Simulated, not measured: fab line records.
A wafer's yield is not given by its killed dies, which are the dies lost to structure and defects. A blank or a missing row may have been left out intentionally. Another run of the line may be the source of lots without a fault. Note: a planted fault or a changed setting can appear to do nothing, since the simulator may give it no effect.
fab line records | flow nand-harc | part 2 of 2: steps 21 to 30 of 30
record lots=5 wafers=15 last-day=22
route steps=1159 shown A_STAIRCASE@678
lots untouched by any fault: they come from a run of this same line in which no faults occurred
start-h: the number of hours between the record's first day and the start of the first shown wafer of the lot | wait-h: time in hours since the lot's previous step | " repeats the value in the row above | L1.1+2: a single row standing in for several wafers | - no value, or no start was given | * or withheld: withheld | < > ~ a bound
route shown NAME@n: a module of which the file shows steps, and the number in the route of the first | usual: mean/standard deviation taken from wafers without a fault | same: alike in all rows | chamber/n: place in a boat | sites: the reading at each site | _std_site: how widely they spread, as a standard deviation | _edge_site: the outer-site mean with the inner-site mean subtracted | radius-mm: how far each site lies from the wafer's centre | mask NAME#n: copy n | behind: the tool/chamber that last shaped the wafer | hold: why the lot went on hold/how many hours it stayed there/how the hold came to an end | device: whichever transistor did not switch (one of n, p or np) | end of line: at the end of the route, the tests of the same wafers | step lacking rows: just its recipe | killed: not the wafer's yield, but the dies lost to structure and defects at the first sort | map: dies across one wafer; x = killed, . = not, _ = none there
set.NAME: the setting that was run; set.NAME@STEP: the one run at that earlier step | model.NAME: the simulator's own value behind a step, which no gauge read
lots at some steps of the route; a table a step, a row a wafer
services: the hour from which a tool's chamber was out of use, counted from the record's first day as start-h (under 0 if before that day), plus the number of hours and why
## steps
# step NHARC_A_STAIRCASE_STRIP_476
# recipe time-s=20 o2-flow-sccm=500 ar-flow-sccm=0 bias-w=0 chemistry=O2
# usual drypump-motor-current-A=5.7/0.34 oes-product-au=1.001/0.011 rf-vpp-V=57.7/0.92 showerhead-plenum-p-Torr=3.49/0.19 throttle-valve-pct=17.036/0.0084
# columns lot.wafer tool chamber start-h wait-h drypump-motor-current-A oes-product-au rf-hours-counter-h rf-vpp-V showerhead-plenum-p-Torr throttle-valve-pct
L079.2 rie-diel-09 3 290.52 0.1 6.2 1.009 14 59.3 3.76 17.019
L079.1 " 0 " " 5.5 1.012 12 57.7 3.36 17.043
L079.3 " 2 " " 5.6 1.017 12 58.4 3.56 17.034
L083.3 rie-diel-02 1 313.53 0.1 5.6 0.978 58 57.2 3.55 17.042
L083.2 " 2 " " 5.9 0.988 54 60.1 3.78 17.028
L083.5 " 1 " " 5.6 0.983 - 58.2 3.55 17.056
L082.1 rie-diel-03 3 319.33 0.2 6.2 0.992 35 58.8 3.32 17.030
L082.3 " 0 " " 5.3 0.999 35 56.8 3.40 17.036
L082.4 " 2 " " 5.3 0.981 35 58.8 3.79 17.033
L084.3 rie-diel-03 3 328.26 0.1 6.2 0.995 39 56.5 3.31 17.027
L084.2 " 0 " " 5.3 1.009 38 57.3 3.40 17.038
L084.1 " 1 " " 5.7 1.004 37 58.2 3.28 17.028
L087.3 rie-diel-02 3 347.56 0.1 5.6 0.996 4 57.8 3.34 17.052
L087.2 " 2 " " 5.9 0.977 4 58.5 3.77 17.046
L087.6 " 0 " " 5.8 1.011 - 58.2 3.53 17.012
# step NHARC_A_STAIRCASE_DEP_417
# recipe target-thk-a=600 step-coverage-pct=20 temp-c=400 target-thk-nm=60 flow-sccm=200 rf-w=450 material=Si3N4
# usual heater-power-outer-w=433/94 heater-power-w=707/120
# columns lot.wafer tool chamber start-h wait-h heater-power-outer-w heater-power-w
L079.2 pecvd-02 0 290.62 - 315 549
L079.1 " 1 " " 491 696
L079.3 " 2 " " 644 933
L083.2 pecvd-04 2 313.67 - 366 630
L083.3 " 0 " " 472 702
L083.5 " 2 " " 364 629
L082.3 pecvd-01 1 319.59 - 452 765
L082.1 " 0 " " 381 591
L082.4 " 2 " " 415 754
L084.2 pecvd-02 1 328.35 - 491 718
L084.1 " 2 " " 623 952
L084.3 " 0 " " 366 632
L087.3 pecvd-02 2 347.66 - 628 907
L087.2 " 0 " " 328 555
L087.6 " 0 " " 323 560
# step NHARC_A_STAIRCASE_WET_418
# recipe temp-c=160 target-depth-a=200 chemistry=H3PO4
# columns lot.wafer tool chamber start-h wait-h
L079.1+2+3 wet-h3po4-01 1 293.68 -
L083.2+3+5 wet-h3po4-01 1 316.69 -
L082.1+3+4 wet-h3po4-01 1 324.58 -
L084.1+2+3 wet-h3po4-01 0 331.40 -
L087.2+3+6 wet-h3po4-01 0 350.17 -
# step NHARC_A_STAIRCASE_PRECLEAN_419
# recipe time-s=* temp-c=50 bath-age-min=0 chemistry=SC1
# usual h2o2-flow-mL-min=56.64/0.17
# columns lot.wafer tool chamber start-h wait-h h2o2-flow-mL-min
L079.2 wet-bench-02 0 294.26 0.0 56.47
L079.3 " 2 " " 56.79
L079.1 " 4 " " 56.92
L083.3 wet-bench-02 0 317.27 0.0 56.56
L083.2 " 1 " " 56.58
L083.5 " 4 " " 56.92
L082.4 wet-bench-02 1 325.16 0.0 56.59
L082.3 " 3 " " 56.73
L082.1 " 5 " " 56.71
L084.2 wet-bench-04 1 331.98 0.0 56.59
L084.1 " 2 " " 56.73
L084.3 " 3 " " 56.64
L087.6 wet-bench-02 0 350.74 0.0 56.24
L087.2 " 2 " " 56.90
L087.3 " 5 " " 56.66
# step NHARC_A_STAIRCASE_SRD_421
# columns lot.wafer tool chamber start-h wait-h
L079.2+3+1 wet-bench-02 0,2,4 - -
L083.3+2+5 wet-bench-02 0,1,4 - -
L082.4+3+1 wet-bench-02 1,3,5 - -
L084.2+1+3 wet-bench-04 1,2,3 - -
L087.6+2+3 wet-bench-02 0,2,5 - -
# step NHARC_A_STAIRCASE_ALD_420
# recipe target-thk-a=200 pulse-time-s=6 ald-cycles=200 temp-c=300 material=SiO2
# usual heater-power-outer-w=265/29 heater-power-w=470/47 precursor-pulse-height-rel=0.998/0.021
# columns lot.wafer tool chamber start-h wait-h heater-power-outer-w heater-power-w precursor-pulse-height-rel
L079.1 ald-hk-03 2 294.39 - 314 545 1.031
L079.2 " 0 " " 278 465 0.969
L079.3 " 1 " " 297 496 0.990
L083.2 ald-hk-03 0 317.40 - 280 459 0.995
L083.3 " 3 " " 265 534 1.003
L083.5 " 0 " " 277 463 0.983
L082.1 ald-hk-04 0 327.10 - 292 529 1.013
L082.4 " 1 " " 255 413 0.976
L082.3 " 2 " " 264 428 0.969
L084.3 ald-hk-01 3 332.11 - 290 493 0.963
L084.2 " 0 " " 246 427 1.000
L084.1 " 2 " " 233 451 0.973
L087.3 ald-hk-01 2 351.21 - 232 447 1.018
L087.2 " 3 " " 288 504 1.012
L087.6 " 0 " " 254 427 1.023
# step NHARC_A_STAIRCASE_CVD_552
# recipe target-thk-a=400 temp-c=700 pressure-mtorr=300 material=SiNx
# usual spike-tc-centre-C=699.9/1.1 zone-power-lower-pct=11.6/0.8
# columns lot.wafer tool chamber start-h wait-h spike-tc-centre-C zone-power-lower-pct
L079.1 lpcvd-02 0 - - 699.9 12.3
L079.2 " 0 " " 700.4 12.4
L079.3 " 0 " " 700.1 12.4
L083.2 lpcvd-02 1 - - 699.1 11.7
L083.3 " 1 " " 699.2 11.7
L083.5 " 1 " " 700.0 11.9
L082.1 lpcvd-02 0 - - 698.0 12.4
L082.3 " 0 " " 698.4 12.4
L082.4 " 0 " " 698.8 12.4
L084.1 lpcvd-02 0 - - 698.7 12.2
L084.2 " 0 " " 699.5 12.3
L084.3 " 0 " " 699.3 12.2
L087.2 lpcvd-02 1 - - 700.3 11.5
L087.3 " 1 " " 698.0 11.8
L087.6 " 1 " " 699.3 11.9
# step NHARC_A_STAIRCASE_DEP_151
# recipe target-thk-a=38000 temp-c=400 target-thk-nm=3800 teos-flow-sccm=200 rf-w=500 material=SiO2
# usual heater-power-outer-w=372/87 heater-power-w=630/110
# columns lot.wafer tool chamber start-h wait-h heater-power-outer-w heater-power-w
L079.2 pecvd-02 2 304.26 0.4 634 967
L079.1 " 0 " " 325 559
L079.3 " 1 " " 549 794
L083.3 pecvd-04 2 325.82 0.5 325 553
L083.2 " 0 " " 378 595
L083.5 " 2 " " 282 498
L084.1 pecvd-01 2 337.61 0.4 400 681
L084.3 " 0 " " 321 511
L084.2 " 1 " " 439 763
L082.3 pecvd-04 1 337.62 0.4 383 708
L082.1 " 0 " " 361 575
L082.4 " 0 " " 350 570
L087.3 pecvd-01 1 359.19 0.4 377 685
L087.2 " 2 " " 360 663
L087.6 " 2 " " 318 626
# step NHARC_A_STAIRCASE_ANNEAL_320
# recipe temp-c=750 time-s=1800
# usual spike-tc-centre-C=752.5/1.5 zone-power-lower-pct=12.63/0.25
# columns lot.wafer tool chamber start-h wait-h spike-tc-centre-C zone-power-lower-pct
L079.1 furnace-05 0 307.95 - 753.5 12.51
L079.2 " 0 " " 753.3 12.47
L079.3 " 0 " " 752.9 12.50
L083.2 furnace-05 0 332.21 - 753.1 12.48
L083.3 " 0 " " 753.5 12.44
L083.5 " 0 " " 754.8 12.46
L082.1 furnace-05 0 342.23 - 752.9 12.66
L082.3 " 0 " " 752.7 12.55
L082.4 " 0 " " 754.0 12.34
L084.1 furnace-05 0 342.23 - 751.5 12.50
L084.2 " 0 " " 754.7 12.43
L084.3 " 0 " " 754.3 12.57
L087.2 furnace-05 0 362.88 - 751.8 12.56
L087.3 " 0 " " 752.6 12.50
L087.6 " 0 " " 753.0 12.47
# step NHARC_A_STAIRCASE_DEP_322
# recipe target-thk-a=38000 temp-c=400 target-thk-nm=3800 teos-flow-sccm=200 rf-w=500 material=SiO2
# usual heater-power-outer-w=378/89 heater-power-w=635/110
# columns lot.wafer tool chamber start-h wait-h heater-power-outer-w heater-power-w
L079.2 pecvd-01 0 311.36 0.1 361 571
L079.3 " 1 " " 388 714
L079.1 " 2 " " 428 739
L083.3 pecvd-01 1 335.68 0.2 458 802
L083.2 " 2 " " 389 691
L083.5 " 2 " " 318 594
L084.1 pecvd-04 1 345.61 0.1 395 720
L084.3 " 2 " " 287 511
L084.2 " 0 " " 412 637
L082.1 pecvd-01 1 345.61 0.1 390 704
L082.3 " 2 " " 317 601
L082.4 " 1 " " 352 678
L087.2 pecvd-02 2 366.30 0.1 670 1003
L087.3 " 0 " " 325 583
L087.6 " 1 " " 412 620
## services
# columns tool chamber start-h hours kind
krf-scanner-04 - 266.59 1.6 repair
pecvd-01 - 269.32 0.5 repair
rie-diel-03 0 273.34 - clean
rie-diel-03 1 273.34 - clean
rie-diel-03 2 273.34 - clean
rie-diel-03 3 273.34 - clean
wet-h3po4-01 - 278.86 8.0 pm
krf-scanner-03 - 283.73 0.7 repair
rie-diel-03 0 297.84 - clean
rie-diel-03 1 297.84 - clean
rie-diel-03 2 297.84 - clean
rie-diel-03 3 297.84 - clean
krf-scanner-04 - 298.00 4.0 pm
rie-diel-02 0 311.50 2.3 repair
lpcvd-02 - 319.77 0.3 repair
rie-diel-03 0 322.36 - clean
rie-diel-03 1 322.36 - clean
rie-diel-02 - 328.17 9.0 pm
pecvd-02 - 333.00 0.4 repair
pecvd-02 - 334.13 13.0 pm
wet-bench-04 - 339.25 8.0 pm
litho-track-02 - 340.01 7.0 pm
krf-scanner-03 - 343.87 4.0 pm
wet-bench-02 - 356.00 8.0 pm
